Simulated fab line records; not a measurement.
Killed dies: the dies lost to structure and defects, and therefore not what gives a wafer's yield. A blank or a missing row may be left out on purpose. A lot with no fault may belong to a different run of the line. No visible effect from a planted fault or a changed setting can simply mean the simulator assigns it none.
Struck lot and sound lot, side by side / flow nand harc / 17 steps out of a route of 1302
Sound: these wafers, L314.1, L314.5, L314.6. Wafers struck: L323.1, L323.5, L323.6. At the end, the cause is stated.
For every step that has rows: the tool of each side, followed by ch and its chambers, followed by its first start. Under that, the readings that differ: sound wafers / struck wafers / difference of the means / sigmas: that difference in standard deviations of wafers without a fault.
alike: readings with means less than 2 such deviations apart, plus words and numbers identical on both sides. not compared: withheld readings, readings lacking a value on some wafer, bounds such as >300 that could conceal the same value, and numbers that have no deviation in the record and whose values overlap.
A row with sigmas, a row that says differs or no value, or rows on one side alone: a step with any of these is where the two part. Numbers that have no deviation but don't overlap get no sigmas and don't part them. A reading missing from all wafers of one side parts the sides only when that side holds two or more wafers.

NHARC_A_WL_FILL_INSPECT_15:
  sound: defect inspect-01 at day 22 06:09; struck: defect inspect-01 at day 26 06:26
  alike: raw defect count
NHARC_A_CONTACT_DEP_24: deposits SiO2, target thk 500 nm.
  sound on pecvd-02 ch 1,2, day 22 06:25; struck on pecvd-04 ch 0,2, day 26 06:37
  alike: heater power w, susceptor temp C, throttle valve pct
NHARC_A_CONTACT_DEP_28: deposits aC, target thk 7000 nm.
  sound on acl dep-02 ch 0, day 22 08:26; struck on acl dep-01 ch 0, day 26 07:06
  alike: susceptor temp C, throttle valve pct
NHARC_A_CONTACT_DEP_29: deposits SiON, target thk 100 nm.
  sound on pecvd-02 ch 0,2, day 22 12:41; struck on pecvd-04 ch 1,2, day 26 11:31
  alike: heater power w, susceptor temp C
then, 7 steps without rows for these wafers: NHARC_A_CONTACT_DEHYDRATE_32 (time 120 s); NHARC_A_CONTACT_HMDS_33 (time 30 s); NHARC_A_CONTACT_COAT_34 (time 75 s); NHARC_A_CONTACT_COAT_35 (time 65 s); NHARC_A_CONTACT_COAT_36 (resist thk 90 nm); NHARC_A_CONTACT_SOFTBAKE_37 (time 55 s); NHARC_A_CONTACT_EBR_38.
NHARC_A_CONTACT_EXPOSE_39: exposes mask A CC 3.
  sound on arfi scanner-03 ch 0, day 22 13:17; struck on arfi scanner-03 ch 0, day 26 12:02
reading=exposure dose mJ cm2; sound=58.72 58.74 58.78; struck=39.47 39.42 39.40; difference=-19.32; sigmas=-67
  alike: mask, reticle temp C
then, 2 steps without rows for these wafers: NHARC_A_CONTACT_PEB_40 (peb time 65 s); NHARC_A_CONTACT_DEVELOP_41 (develop time 35 s).
NHARC_A_CONTACT_CD_MEAS_42 targets a cd of 300 nm.
  sound on cd sem-01 ch 0, day 22 13:25; struck on cd sem-01 ch 0, day 26 12:10
reading=cd nm (nm); sound=300.0 300.0 300.5; struck=284.8 284.9 284.3; difference=-15.5; sigmas=-34
NHARC_A_CONTACT_OVL_MEAS_43:
  sound: overlay-02 at day 22 13:30; struck: overlay-02 at day 26 12:16
  alike: overlay x nm, overlay y nm
-- record jumps: 3 days between struck wafers' starts before vs after; left off in module A_CONTACT, resumes in module END, first step shown is number 1302 of the route --
NHARC_END_SORT_01:
  the record has rows for the struck wafers here (prober-01 ch 0, day 29 15:47) and none for the sound ones

## WHERE THEY PART
At NHARC_A_CONTACT_EXPOSE_39 first; at NHARC_END_SORT_01 last (within this record only).

WHY: the cause the simulator had injected
Drift in process parameters on arfi scanner-03 at NHARC_A_CONTACT_EXPOSE_39, starting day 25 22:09. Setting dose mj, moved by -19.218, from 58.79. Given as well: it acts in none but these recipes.
